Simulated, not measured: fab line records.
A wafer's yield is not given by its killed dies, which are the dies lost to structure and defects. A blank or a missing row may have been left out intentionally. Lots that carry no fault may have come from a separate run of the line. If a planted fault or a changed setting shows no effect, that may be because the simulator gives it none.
fab line records	flow n5_finfet
record lots=10	wafers=30	last_day=19
route steps=1938 shown BEOL_M4@1081 PASSIVATION@1936
lots untouched by any fault: they come from a run of this same line in which no faults occurred
start_h: start of the lot's first displayed wafer, in hours after the record's first day	wait_h: how many hours have passed since the lot's step before this one	" as in the row above	L1.1+2: several wafers, shown together as one row	- either no value or no given start	* or withheld: withheld	< > ~ a bound
route shown NAME@n: names a module that has steps shown in the file, with the first one's number in the route	usual: average and standard deviation across the fault-free wafers	same: alike in all rows	chamber/n: place in a boat	sites: readings site by site	_std_site: the values' standard deviation	_edge_site: outer sites' mean less inner sites'	radius_mm: how far each site lies from the wafer's centre	mask NAME#n: copy n	behind: the last tool/chamber to shape the wafer	hold: why the lot went on hold/how many hours it stayed there/how the hold came to an end	device: the transistor (n, p or np) that didn't switch	end of line: tests run on the same wafers once the route is complete	a step given without rows: its recipe and nothing more	killed: dies that structure and defects cost at the first sort, which is not the same as the wafer's yield	map: a wafer's dies, marking killed ones x, the rest . and places with no die _
set.NAME: the setting the step ran with; set.NAME@STEP: the setting that earlier step ran with	model.NAME: the simulator's own value behind a step, which no gauge read
steps of the route over a sample of lots; a table a step, a row a wafer
services: when a tool's chamber went out of use (start_h, in hours from the record's first day, below 0 if earlier), for how many hours, and the reason
## steps
# step N5_BEOL_M4_ALD_84
# recipe material=TaN	target_thk_a=*	temp_c=275	ald_precursor_family=PDMAT	ald_co_reactant=NH3	pressure_torr=3	carrier_flow_sccm=1500	pulse_time_s=2	purge_time_s=3	co_reactant_purge_time_s=2	co_reactant_pulse_time_s=3	ald_cycles=30	precursor_vessel_temp_c=75	precursor_vessel_pressure_torr=26.25	precursor_vessel_carrier_sccm=1000
# usual heater_power_w=431/52	susceptor_temp_C=274.98/0.18
lot.wafer	tool	chamber	start_h	wait_h	heater_power_w	susceptor_temp_C
L983.1	ald_metal-03	2	206.20	0.0	466	274.96
L983.3	"	3	"	"	426	274.85
L983.6	"	0	"	"	454	275.13
L985.1	ald_metal-04	2	220.66	0.0	406	275.14
L985.4	"	3	"	"	488	274.90
L985.5	"	0	"	"	520	274.64
L986.1	ald_metal-04	0	235.43	0.0	515	274.91
L986.4	"	3	"	"	475	274.98
L986.5	"	1	"	"	419	274.91
L987.1	ald_metal-04	0	238.75	0.0	525	275.05
L987.3	"	3	"	"	467	275.05
L987.4	"	1	"	"	423	274.99
L988.1	ald_metal-04	3	244.65	0.0	473	275.02
L988.4	"	1	"	"	413	275.04
L988.6	"	2	"	"	409	275.23
L994.2	ald_metal-04	1	283.21	0.0	420	274.97
L994.3	"	3	"	"	485	275.02
L994.4	"	3	"	"	486	274.94
L998.2	ald_metal-02	2	309.95	0.1	348	274.75
L998.3	"	0	"	"	480	275.03
L998.6	"	1	"	"	362	275.18
L997.1	ald_metal-04	3	312.93	0.1	475	275.12
L997.3	"	0	"	"	532	275.11
L997.6	"	2	"	"	409	274.88
L101.1	ald_metal-03	3	323.87	0.0	430	274.84
L101.2	"	0	"	"	441	275.24
L101.6	"	3	"	"	430	274.99
L106.2	ald_metal-03	2	344.22	0.2	475	275.12
L106.3	"	0	"	"	459	274.92
L106.6	"	2	"	"	467	274.69
# step N5_BEOL_M4_SPUTTER_90
# recipe material=Cu	target_thk_a=45	temp_c=-20	chamber_pressure_pa=0.07	power_w=withheld	time_s=8.29
# usual susceptor_temp_C=-20.00/0.11	throttle_valve_pct=29.9/1.1
lot.wafer	tool	chamber	start_h	wait_h	susceptor_temp_C	throttle_valve_pct
L983.1	pvd_sputter-01	-	208.13	0.1	-20.09	30.8
L983.3	"	-	"	"	-20.16	29.6
L983.6	"	-	"	"	-19.97	31.1
L985.1	pvd_sputter-03	-	222.20	0.1	-19.91	30.3
L985.4	"	-	"	"	-20.17	29.1
L985.5	"	-	"	"	-19.92	28.9
L986.1	pvd_sputter-02	-	237.35	0.1	-20.16	31.7
L986.4	"	-	"	"	-20.01	30.5
L986.5	"	-	"	"	-20.06	31.6
L987.1	pvd_sputter-03	-	242.31	0.1	-20.06	30.6
L987.3	"	-	"	"	-20.07	30.8
L987.4	"	-	"	"	-20.00	29.1
L988.1	pvd_sputter-01	-	246.31	0.1	-19.94	29.9
L988.4	"	-	"	"	-20.10	27.7
L988.6	"	-	"	"	-19.93	29.9
L994.2	pvd_sputter-03	-	284.81	0.1	-20.27	30.7
L994.3	"	-	"	"	-19.97	30.7
L994.4	"	-	"	"	-19.89	29.0
L998.2	pvd_sputter-01	-	311.93	0.1	-19.98	27.6
L998.3	"	-	"	"	-20.12	29.5
L998.6	"	-	"	"	-19.98	29.6
L997.1	pvd_sputter-02	-	315.91	0.1	-19.96	29.3
L997.3	"	-	"	"	-20.01	29.9
L997.6	"	-	"	"	-19.90	29.6
L101.1	pvd_sputter-02	-	325.44	0.1	-19.93	29.7
L101.2	"	-	"	"	-20.19	31.7
L101.6	"	-	"	"	-20.19	31.7
L106.2	pvd_sputter-01	-	347.60	0.1	-20.04	29.7
L106.3	"	-	"	"	-20.02	27.7
L106.6	"	-	"	"	-19.93	31.0
# step N5_BEOL_M4_SPUTTER_96
# recipe material=Cu	target_thk_a=45	temp_c=-20	chamber_pressure_pa=0.07	power_w=withheld	time_s=8.29
# usual susceptor_temp_C=-20.01/0.1	throttle_valve_pct=29.9/1.1
lot.wafer	tool	chamber	start_h	wait_h	susceptor_temp_C	throttle_valve_pct
L983.1	pvd_sputter-01	-	208.79	0.1	-20.06	31.0
L983.3	"	-	"	"	-20.25	29.7
L983.6	"	-	"	"	-20.00	30.9
L985.1	pvd_sputter-03	-	222.86	0.1	-19.97	30.6
L985.4	"	-	"	"	-20.09	29.1
L985.5	"	-	"	"	-20.26	29.3
L986.1	pvd_sputter-02	-	238.01	0.1	-19.94	31.8
L986.4	"	-	"	"	-19.95	30.4
L986.5	"	-	"	"	-19.99	31.6
L987.1	pvd_sputter-03	-	242.97	0.1	-19.93	30.7
L987.3	"	-	"	"	-20.12	30.6
L987.4	"	-	"	"	-20.02	28.9
L988.1	pvd_sputter-01	-	246.97	0.1	-19.85	29.8
L988.4	"	-	"	"	-19.95	27.6
L988.6	"	-	"	"	-19.95	29.9
L994.2	pvd_sputter-03	-	285.47	0.1	-20.05	30.6
L994.3	"	-	"	"	-19.75	30.7
L994.4	"	-	"	"	-19.99	29.0
L998.2	pvd_sputter-01	-	312.59	0.1	-19.88	27.6
L998.3	"	-	"	"	-19.94	29.7
L998.6	"	-	"	"	-19.95	29.7
L997.1	pvd_sputter-02	-	316.57	0.1	-20.00	29.5
L997.3	"	-	"	"	-20.19	29.9
L997.6	"	-	"	"	-19.99	29.8
L101.1	pvd_sputter-02	-	326.10	0.1	-19.97	29.7
L101.2	"	-	"	"	-19.91	31.8
L101.6	"	-	"	"	-19.93	31.8
L106.2	pvd_sputter-01	-	348.26	0.1	-20.00	29.7
L106.3	"	-	"	"	-20.08	27.6
L106.6	"	-	"	"	-19.89	30.9
# step N5_BEOL_M4_ANNEAL_51
# recipe temp_c=225	time_s=90	ambient=N2
# usual anneal_temp_c=224.97/0.19	wafer_temp_C_max=225.98/0.25
lot.wafer	tool	chamber	start_h	wait_h	anneal_temp_c	wafer_temp_C_max
L983.1	rtp_anneal-01	0	208.98	0.1	225.13	225.90
L983.3	"	0	"	"	224.79	226.13
L983.6	"	0	"	"	225.10	226.05
L985.1	rtp_anneal-02	0	223.06	0.1	225.12	225.79
L985.4	"	0	"	"	225.06	225.84
L985.5	"	0	"	"	225.02	226.15
L986.1	rtp_anneal-02	0	238.21	0.1	224.94	225.87
L986.4	"	0	"	"	224.95	225.77
L986.5	"	0	"	"	224.73	226.04
L987.1	rtp_anneal-02	0	243.16	0.1	225.24	225.85
L987.3	"	0	"	"	225.12	225.73
L987.4	"	0	"	"	225.04	225.56
L988.1	rtp_anneal-01	0	247.16	0.1	224.76	226.26
L988.4	"	0	"	"	224.97	226.07
L988.6	"	0	"	"	224.80	226.32
L994.2	rtp_anneal-02	0	285.71	0.1	224.93	226.11
L994.3	"	0	"	"	224.87	226.44
L994.4	"	0	"	"	225.18	225.55
L998.2	rtp_anneal-01	0	312.85	0.1	225.01	225.86
L998.3	"	0	"	"	225.14	226.44
L998.6	"	0	"	"	225.09	226.07
L997.1	rtp_anneal-01	0	316.77	0.1	224.98	225.98
L997.3	"	0	"	"	225.29	225.96
L997.6	"	0	"	"	224.97	226.34
L101.1	rtp_anneal-01	0	326.29	0.1	224.74	226.31
L101.2	"	0	"	"	224.66	225.70
L101.6	"	0	"	"	224.91	225.67
L106.2	rtp_anneal-02	0	348.50	0.1	224.89	226.35
L106.3	"	0	"	"	225.19	226.29
L106.6	"	0	"	"	224.85	225.74
# step N5_BEOL_M4_RC_MEAS_101
# usual COMB_M4_max_site=8.7e-11/2.2e-11	DIBL_N=35.8/1.7	DIBL_P=35.3/2	IOFF_N=0.150/0.026	IOFF_P=0.194/0.029	ION_N=667/11	ION_P=456/7.1	SS_N=71.4/0.65	SS_P=73.1/0.64	VT_N=251/3	VT_P=-252/3.2
lot.wafer	tool	chamber	start_h	wait_h	COMB_M4_max_site[S/m]	DIBL_N[mV/V]	DIBL_P[mV/V]	IOFF_N[nA/um]	IOFF_P[nA/um]	ION_N[uA/um]	ION_P[uA/um]	SS_N[mV/dec]	SS_P[mV/dec]	VT_N[mV]	VT_P[mV]
L983.1	prober-01	0	209.88	0.0	9.8e-11	36.5	36.8	0.156	0.193	678	461	72.2	73.0	253	-252
L983.3	"	0	"	"	6.3e-11	32.5	32.0	0.103	0.136	649	447	70.9	71.8	258	-258
L983.6	"	0	"	"	1.21e-10	35.6	36.5	0.150	0.190	675	466	71.2	74.1	250	-254
L985.1	prober-02	0	223.98	0.0	7.4e-11	36.1	36.4	0.148	0.197	663	452	71.0	73.3	252	-252
L985.4	"	0	"	"	9.4e-11	36.0	36.0	0.150	0.196	671	462	71.1	73.4	253	-255
L985.5	"	0	"	"	1.19e-10	37.7	37.8	0.173	0.228	666	457	72.4	74.0	247	-250
L986.1	prober-02	0	239.13	0.0	1.55e-10	36.3	39.2	0.181	0.208	679	459	71.7	73.6	248	-252
L986.4	"	0	"	"	8.3e-11	35.5	38.0	0.148	0.189	659	453	72.0	73.9	249	-253
L986.5	"	0	"	"	5.6e-11	35.1	37.0	0.158	0.186	675	458	71.8	72.7	252	-253
L987.1	prober-02	0	244.26	0.0	9.5e-11	36.4	35.5	0.157	0.188	673	457	71.0	72.8	251	-249
L987.3	"	0	"	"	7.6e-11	37.6	37.3	0.187	0.220	688	463	71.5	73.7	246	-249
L987.4	"	0	"	"	7.2e-11	34.9	33.0	0.123	0.159	658	450	70.8	73.2	256	-253
L988.1	prober-02	0	248.07	0.0	1.07e-10	33.9	32.9	0.125	0.150	669	448	71.4	72.4	255	-255
L988.4	"	0	"	"	6.5e-11	31.8	31.0	0.097	0.135	644	443	69.8	72.2	256	-257
L988.6	"	0	"	"	8e-11	34.2	33.7	0.125	0.157	662	453	71.0	72.5	253	-254
L994.2	prober-02	0	286.73	0.2	4.59e-10	37.4	38.0	0.163	0.246	681	466	70.8	73.6	250	-247
L994.3	"	0	"	"	4.2e-10	32.9	32.1	0.104	0.162	668	461	70.4	72.0	254	-252
L994.4	"	0	"	"	3.87e-10	36.3	35.2	0.139	0.201	664	467	70.6	72.2	253	-251
L998.2	prober-02	0	313.86	0.2	1.04e-10	36.2	37.5	0.165	0.234	667	458	71.4	74.2	244	-247
L998.3	"	0	"	"	5.6e-11	37.0	36.5	0.162	0.206	678	464	71.6	73.9	249	-249
L998.6	"	0	"	"	6.6e-11	35.2	35.8	0.137	0.201	659	459	71.2	73.3	250	-250
L997.1	prober-01	0	317.67	0.0	5.64e-10	38.3	35.3	0.186	0.213	669	456	72.2	73.8	247	-252
L997.3	"	0	"	"	3.86e-10	36.9	34.6	0.161	0.204	677	466	71.9	73.9	249	-251
L997.6	"	0	"	"	5.74e-10	37.8	34.8	0.171	0.199	688	464	72.1	73.1	248	-250
L101.1	prober-02	0	327.20	0.0	6.4e-11	36.4	34.8	0.156	0.168	648	436	72.4	73.4	254	-253
L101.2	"	0	"	"	6.4e-11	35.6	34.5	0.137	0.160	665	450	71.5	73.4	251	-254
L101.6	"	0	"	"	4.4e-11	38.0	37.2	0.190	0.194	679	455	72.3	74.3	248	-253
L106.2	prober-02	0	349.58	0.2	1e-10	36.4	37.8	0.167	0.192	676	457	71.4	73.8	247	-252
L106.3	"	0	"	"	1.11e-10	32.1	30.6	0.103	0.114	649	443	70.6	71.6	255	-260
L106.6	"	0	"	"	8.9e-11	38.1	38.0	0.195	0.186	674	452	72.7	73.5	247	-255
# step N5_PASSIVATION_PROBE_49
# usual defect_limited_yield=91.5/1.4	killed_at_M0_to_M3=34/11	killed_at_M4_up=15/6	killed_at_contacts=11/5.9	killed_at_front_end=37/11	killed_at_other=3.6/2.9	killed_dies=101/17	killed_on_rim=13/4	killed_open=66/12	killed_short=33/7.8	sort_bin_4_leakage=0/0	sort_bin_5_function=5.0/0.97	sort_bin_6_memory=3.2/0.65	sort_bin_8_speed=0.02/0.2	sort_n_pass=1079/17	sort_yield_pct=91.4/1.4
# same gross_dies=1180	killed_at_back_side=0
lot.wafer	tool	chamber	start_h	wait_h	defect_limited_yield[%]	killed_at_M0_to_M3	killed_at_M4_up	killed_at_contacts	killed_at_front_end	killed_at_other	killed_dies	killed_on_rim	killed_open	killed_short	sort_bin_4_leakage[%]	sort_bin_5_function[%]	sort_bin_6_memory[%]	sort_bin_8_speed[%]	sort_n_pass	sort_yield_pct[%]
L983.1	prober-02	-	307.11	0.0	91.9	32	14	10	34	5	95	14	52	42	0	5.0	2.4	0	1085	91.9
L983.3	prober-02	-	307.21	0.1	90.4	55	9	6	35	8	113	11	74	36	0	4.7	4.1	0	1067	90.4
L983.6	prober-02	-	307.36	0.3	92.0	35	17	9	30	3	94	11	52	36	0	4.1	3.4	0	1086	92.0
L985.1	prober-01	-	327.62	0.0	92.5	24	6	2	52	4	88	10	56	28	0	4.2	3.0	0	1092	92.5
L985.4	prober-01	-	327.77	0.2	92.0	39	10	12	27	6	94	16	65	28	0	5.2	2.5	0	1086	92.0
L985.5	prober-01	-	327.82	0.2	91.6	33	11	11	36	8	99	12	70	26	0	5.3	2.7	0	1081	91.6
L986.1	prober-01	-	337.87	0.0	92.6	27	19	7	27	7	87	12	65	21	0	4.5	2.8	0	1093	92.6
L986.4	prober-01	-	338.02	0.2	90.9	32	22	1	47	5	107	15	73	33	0	5.2	3.6	0	1073	90.9
L986.5	prober-01	-	338.07	0.2	91.7	41	5	7	42	3	98	12	65	28	0	4.7	3.0	0	1082	91.7
L987.1	prober-01	-	349.32	0.0	88.9	46	19	10	54	2	131	12	88	40	0	6.6	4.1	0	1049	88.9
L987.3	prober-01	-	349.42	0.1	89.7	39	18	4	58	2	121	25	63	55	0	5.8	4.1	0	1059	89.7
L987.4	prober-01	-	349.47	0.2	91.7	41	16	8	32	1	98	22	69	29	0	5.6	2.5	0	1082	91.7
L988.1	prober-02	-	354.61	0.0	93.6	16	20	9	29	1	75	9	56	17	0	3.7	2.4	0	1105	93.6
L988.4	prober-02	-	354.76	0.2	93.1	27	15	6	34	0	82	13	50	29	0	4.2	2.6	0	1098	93.1
L988.6	prober-02	-	354.86	0.3	92.4	29	13	5	43	0	90	12	60	27	0	3.7	3.5	0	1090	92.4
L994.2	prober-02	-	401.85	0.1	89.3	42	40	12	31	1	126	25	69	32	2.12	4.3	4.0	0	1054	89.3
L994.3	prober-02	-	401.90	0.1	91.1	17	45	6	37	0	105	28	48	24	2.80	4.2	1.5	0	1075	91.1
L994.4	prober-02	-	401.95	0.2	90.8	20	53	5	25	5	108	34	42	25	3.39	3.8	1.6	0	1072	90.8
L998.2	prober-01	-	423.70	0.1	93.0	19	4	19	36	5	83	13	49	32	0	3.3	3.6	0	1097	93.0
L998.3	prober-01	-	423.75	0.1	91.4	29	16	12	40	5	102	14	60	39	0	5.5	3.0	0	1078	91.4
L998.6	prober-01	-	423.90	0.3	93.7	19	11	6	36	2	74	11	46	25	0	3.4	2.5	0	1106	93.7
L997.1	prober-02	-	427.53	0.0	87.6	26	49	12	47	12	146	28	67	40	2.88	5.3	3.8	0	1034	87.6
L997.3	prober-02	-	427.63	0.1	89.0	32	41	5	42	10	130	31	66	31	2.71	4.5	3.6	0	1050	89.0
L997.6	prober-02	-	427.78	0.3	89.8	12	43	16	43	6	120	29	60	24	2.97	3.8	3.1	0	1060	89.8
L101.1	prober-01	-	440.92	0.0	92.5	28	22	9	26	3	88	15	52	34	0	4.6	2.5	0.42	1087	92.1
L101.2	prober-01	-	440.97	0.1	89.2	53	21	8	44	2	128	12	79	48	0	6.5	3.9	0	1052	89.2
L101.6	prober-01	-	441.17	0.3	91.9	21	21	24	28	2	96	12	61	33	0	4.9	3.1	0	1084	91.9
L106.2	prober-02	-	462.30	0.1	92.1	43	4	11	30	5	93	12	57	33	0	4.1	3.6	0	1087	92.1
L106.3	prober-02	-	462.35	0.1	88.8	55	9	14	48	6	132	22	89	43	0	7.3	3.6	0.08	1047	88.7
L106.6	prober-02	-	462.50	0.3	92.1	35	9	5	44	0	93	18	61	32	0	4.6	3.2	0	1087	92.1
# killed by level:class
L983.1 BEOL_M0_SAQP:geometric_particle:short=9 BEOL_M2:geometric_particle:open=9 FIN_SAQP:geometric_particle:short=8 MOL_CONTACT_COAG:geometric_particle:open=7 BEOL_M5:geometric_particle:open=6 ILD0:geometric_particle:short=5 BEOL_M0:geometric_particle:open=5 ILD0:geometric_particle:open=4
L983.3 BEOL_M0_SAQP:geometric_particle:open=12 BEOL_M1:geometric_particle:open=12 BEOL_M2:geometric_particle:open=11 BEOL_M0_SAQP:geometric_particle:short=9 FIN_SAQP:geometric_particle:open=6 MOL_CONTACT_COAG:geometric_particle:open=6 STI_FIN_REVEAL:geometric_particle:open=4 DUMMY_GATE:geometric_particle:open=4
L983.6 BEOL_M0_SAQP:geometric_particle:short=11 BEOL_M0_SAQP:geometric_particle:open=8 BEOL_M2:geometric_particle:open=8 BEOL_M4:geometric_particle:open=6 FIN_SAQP:geometric_particle:short=5 GATE_CUT:geometric_particle:short=5 MOL_CONTACT_COAG:geometric_particle:open=5 STARTING-WAFER:geometric_particle:short=4
L985.1 STI_FIN_REVEAL:geometric_particle:open=13 DUMMY_GATE:geometric_particle:open=9 FIN_SAQP:geometric_particle:short=7 FIN_SAQP:geometric_particle:open=6 BEOL_M3:geometric_particle:open=6 BEOL_M0_SAQP:geometric_particle:open=6 STARTING-WAFER:geometric_particle:short=6 GATE_CUT:geometric_particle:short=5
L985.4 BEOL_M2:geometric_particle:open=14 MOL_CONTACT_COAG:geometric_particle:open=8 BEOL_M0_SAQP:geometric_particle:open=7 FIN_SAQP:geometric_particle:open=6 DUMMY_GATE:geometric_particle:open=6 BEOL_M3:geometric_particle:open=6 BEOL_M0_SAQP:geometric_particle:short=5 BEOL_M2:geometric_particle:short=4
L985.5 MOL_CONTACT_COAG:geometric_particle:open=11 DUMMY_GATE:geometric_particle:open=8 BEOL_M0_SAQP:geometric_particle:open=7 BEOL_M3:geometric_particle:open=7 FIN_SAQP:geometric_particle:short=6 BEOL_M1:geometric_particle:open=6 BEOL_M4:geometric_particle:open=6 FIN_SAQP:geometric_particle:open=5
L986.1 STI_FIN_REVEAL:geometric_particle:open=12 BEOL_M0_SAQP:geometric_particle:short=9 BEOL_M4:geometric_particle:open=8 MOL_CONTACT_COAG:geometric_particle:open=7 FIN_SAQP:geometric_particle:open=6 BEOL_M2:geometric_particle:open=6 BEOL_M0_SAQP:geometric_particle:open=5 DUMMY_GATE:geometric_particle:open=4
L986.4 STI_FIN_REVEAL:geometric_particle:open=15 DUMMY_GATE:geometric_particle:open=9 BEOL_M0_SAQP:geometric_particle:open=9 FIN_SAQP:geometric_particle:short=8 BEOL_M4:geometric_particle:short=8 BEOL_M8:geometric_particle:open=6 BEOL_M4:geometric_particle:open=6 BEOL_M2:geometric_particle:open=5
L986.5 BEOL_M0_SAQP:geometric_particle:open=11 FIN_SAQP:geometric_particle:short=9 BEOL_M0_SAQP:geometric_particle:short=9 FIN_SAQP:geometric_particle:open=8 STI_FIN_REVEAL:geometric_particle:open=8 MOL_CONTACT_COAG:geometric_particle:open=7 BEOL_M2:geometric_particle:open=7 BEOL_M3:geometric_particle:open=5
L987.1 BEOL_M0_SAQP:geometric_particle:open=15 STI_FIN_REVEAL:geometric_particle:open=14 FIN_SAQP:geometric_particle:open=11 BEOL_M3:geometric_particle:open=10 BEOL_M0_SAQP:geometric_particle:short=9 FIN_SAQP:geometric_particle:short=7 BEOL_M4:geometric_particle:open=7 MOL_CONTACT_COAG:geometric_particle:open=6
L987.3 FIN_SAQP:geometric_particle:short=14 BEOL_M0_SAQP:geometric_particle:short=11 BEOL_M0_SAQP:geometric_particle:open=10 BEOL_M4:geometric_particle:open=9 GATE_CUT:geometric_particle:short=8 STARTING-WAFER:geometric_particle:short=8 BEOL_M2:geometric_particle:open=7 BEOL_M3:geometric_particle:open=7
L987.4 BEOL_M0_SAQP:geometric_particle:open=12 BEOL_M3:geometric_particle:open=10 BEOL_M0_SAQP:geometric_particle:short=8 FIN_SAQP:geometric_particle:open=7 STI_FIN_REVEAL:geometric_particle:open=7 MOL_CONTACT_COAG:geometric_particle:open=7 BEOL_M4:geometric_particle:open=5 STARTING-WAFER:geometric_particle:short=5
L988.1 BEOL_M4:geometric_particle:open=10 FIN_SAQP:geometric_particle:open=9 MOL_CONTACT_COAG:geometric_particle:open=7 GATE_CUT:geometric_particle:open=5 GATE_CUT:geometric_particle:short=4 BEOL_M6:geometric_particle:open=4 BEOL_M1:geometric_particle:open=4 BEOL_M2:geometric_particle:open=4
L988.4 BEOL_M2:geometric_particle:short=9 MOL_CONTACT_COAG:geometric_particle:open=6 FIN_SAQP:geometric_particle:short=5 BEOL_M4:geometric_particle:open=5 STARTING-WAFER:geometric_particle:open=5 STI_FIN_REVEAL:geometric_particle:open=4 GATE_CUT:geometric_particle:open=4 BEOL_M2:geometric_particle:open=4
L988.6 FIN_SAQP:geometric_particle:short=10 BEOL_M4:geometric_particle:open=8 STI_FIN_REVEAL:geometric_particle:open=7 DUMMY_GATE:geometric_particle:open=7 BEOL_M3:geometric_particle:open=7 BEOL_M0_SAQP:geometric_particle:open=6 BEOL_M2:geometric_particle:short=6 FIN_SAQP:geometric_particle:open=5
L994.2 M4:area_ald=25 MOL_CONTACT_COAG:geometric_particle:open=12 BEOL_M2:geometric_particle:open=9 BEOL_M0_SAQP:geometric_particle:short=8 GATE_CUT:geometric_particle:open=6 BEOL_M3:geometric_particle:open=6 FIN_SAQP:geometric_particle:open=5 BEOL_M2:geometric_particle:short=5
L994.3 M4:area_ald=33 STI_FIN_REVEAL:geometric_particle:open=7 BEOL_M4:geometric_particle:open=7 BEOL_M3:geometric_particle:open=7 GATE_CUT:geometric_particle:short=5 GATE_CUT:geometric_particle:open=5 ILD0:geometric_particle:open=4 MOL_CONTACT_COAG:geometric_particle:open=4
L994.4 M4:area_ald=40 BEOL_M4:geometric_particle:open=6 GATE_CUT:geometric_particle:open=5 BEOL_M0_SAQP:geometric_particle:short=5 MOL_CONTACT_COAG:geometric_particle:open=4 BEOL_M3:geometric_particle:open=4 FIN_SAQP:geometric_particle:short=3 STI_FIN_REVEAL:geometric_particle:open=3
L998.2 MOL_CONTACT_COAG:geometric_particle:open=13 FIN_SAQP:geometric_particle:short=12 STI_FIN_REVEAL:geometric_particle:open=8 BEOL_M0_SAQP:geometric_particle:open=8 MOL_CONTACT_COAG:geometric_particle:short=5 BEOL_M0_SAQP:geometric_particle:short=4 STARTING-WAFER:geometric_particle:open=4 FIN_SAQP:geometric_particle:open=3
L998.3 BEOL_M2:geometric_particle:open=10 STI_FIN_REVEAL:geometric_particle:open=8 MOL_CONTACT_COAG:geometric_particle:open=8 BEOL_M4:geometric_particle:open=8 FIN_SAQP:geometric_particle:short=6 STI_FIN_REVEAL:geometric_particle:short=4 BEOL_M0_SAQP:geometric_particle:short=4 SPACER0:geometric_particle:open=4
L998.6 FIN_SAQP:geometric_particle:short=7 FIN_SAQP:geometric_particle:open=7 MOL_CONTACT_COAG:geometric_particle:open=6 BEOL_M0_SAQP:geometric_particle:open=5 BEOL_M4:geometric_particle:open=5 BEOL_M2:geometric_particle:open=4 STI_FIN_REVEAL:geometric_particle:open=3 ILD0:geometric_particle:open=3
L997.1 M4:area_ald=34 FIN_SAQP:geometric_particle:short=15 STI_FIN_REVEAL:geometric_particle:open=11 MOL_CONTACT_COAG:geometric_particle:open=11 BEOL_M1:geometric_particle:open=8 BEOL_M2:geometric_particle:open=8 FIN_SAQP:geometric_particle:open=7 MIM_TOP_ETCH:geometric_particle:short=6
L997.3 M4:area_ald=32 FIN_SAQP:geometric_particle:open=13 BEOL_M1:geometric_particle:open=10 BEOL_M2:geometric_particle:open=7 FIN_SAQP:geometric_particle:short=6 BEOL_M0_SAQP:geometric_particle:short=6 STI_FIN_REVEAL:geometric_particle:open=5 MIM_TOP_ETCH:geometric_particle:short=5
L997.6 M4:area_ald=35 FIN_SAQP:geometric_particle:open=13 MOL_CONTACT_COAG:geometric_particle:open=12 STI_FIN_REVEAL:geometric_particle:open=7 STARTING-WAFER:geometric_particle:short=5 STI_FIN_REVEAL:geometric_particle:short=4 MOL_CONTACT_COAG:geometric_particle:short=4 BEOL_M0_SAQP:geometric_particle:open=4
L101.1 FIN_SAQP:geometric_particle:short=9 BEOL_M4:geometric_particle:open=9 MOL_CONTACT_COAG:geometric_particle:open=8 BEOL_M2:geometric_particle:open=6 BEOL_M5:geometric_particle:open=5 BEOL_M0_SAQP:geometric_particle:short=5 BEOL_M2:geometric_particle:short=5 FIN_SAQP:geometric_particle:open=4
L101.2 BEOL_M0_SAQP:geometric_particle:open=17 BEOL_M0_SAQP:geometric_particle:short=16 STI_FIN_REVEAL:geometric_particle:open=15 FIN_SAQP:geometric_particle:short=9 BEOL_M4:geometric_particle:open=9 BEOL_M1:geometric_particle:open=7 BEOL_M2:geometric_particle:open=7 MOL_CONTACT_COAG:geometric_particle:open=4
L101.6 MOL_CONTACT_COAG:geometric_particle:open=17 BEOL_M4:geometric_particle:open=13 FIN_SAQP:geometric_particle:short=8 STI_FIN_REVEAL:geometric_particle:open=6 MOL_CONTACT_COAG:geometric_particle:short=6 BEOL_M0_SAQP:geometric_particle:short=5 BEOL_M3:geometric_particle:open=4 BEOL_M0_SAQP:geometric_particle:open=3
L106.2 BEOL_M1:geometric_particle:open=16 BEOL_M0_SAQP:geometric_particle:short=10 MOL_CONTACT_COAG:geometric_particle:open=7 BEOL_M2:geometric_particle:open=6 FIN_SAQP:geometric_particle:short=5 FIN_SAQP:geometric_particle:open=4 STI_FIN_REVEAL:geometric_particle:open=4 GATE_CUT:geometric_particle:short=4
L106.3 BEOL_M0_SAQP:geometric_particle:open=16 STI_FIN_REVEAL:geometric_particle:open=11 BEOL_M3:geometric_particle:open=11 BEOL_M2:geometric_particle:open=11 MOL_CONTACT_COAG:geometric_particle:open=10 BEOL_M0_SAQP:geometric_particle:short=8 GATE_CUT:geometric_particle:short=6 FIN_SAQP:geometric_particle:open=5
L106.6 STI_FIN_REVEAL:geometric_particle:open=10 BEOL_M2:geometric_particle:open=9 BEOL_M0_SAQP:geometric_particle:open=8 BEOL_M3:geometric_particle:open=6 DUMMY_GATE:geometric_particle:short=4 DUMMY_GATE:geometric_particle:open=4 GATE_CUT:geometric_particle:open=4 BEOL_M0_SAQP:geometric_particle:short=4
## services
tool	chamber	start_h	hours	kind
pvd_sputter-02	-	228.43	5.9	repair
ald_metal-02	1	278.08	8.4	repair
ald_metal-04	2	280.58	14.4	repair
ald_metal-03	2	318.04	8.1	repair
ald_metal-02	-	337.25	14.0	pm
ald_metal-02	0	337.25	14.0	vent_cycle
ald_metal-02	1	337.25	14.0	vent_cycle
ald_metal-02	2	337.25	14.0	vent_cycle
ald_metal-02	3	337.25	14.0	vent_cycle
## key
first_sign step=N5_BEOL_M4_RC_MEAS_101	reading=COMB_M4_max_site	direction=up	sigmas=17	usual=8.7e-11	struck=4.65e-10
effect step=N5_PASSIVATION_PROBE_49	reading=sort_bin_4_leakage	direction=up	sigmas=33	usual=0	struck=2.81
more_kills_born_at N5_BEOL_M4_ALD_84@ald_metal-04=199
met_at N5_BEOL_M4_ALD_84
struck_lots L994,L997
not_acting_at N5_BEOL_M4_SPUTTER_90,N5_BEOL_M4_SPUTTER_96,N5_BEOL_M4_ANNEAL_51
onset_between 244.65 283.21
fault kind=site_profile_drift	tool=ald_metal-04	chamber=-	onset_h=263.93	steps=N5_BEOL_M4_ALD_84	basis=fraction	max_abs_drift=0.41155	slope_share_per_hr=91.455	site_pattern=0,0,0,0,0,-1,-1,-1,-1
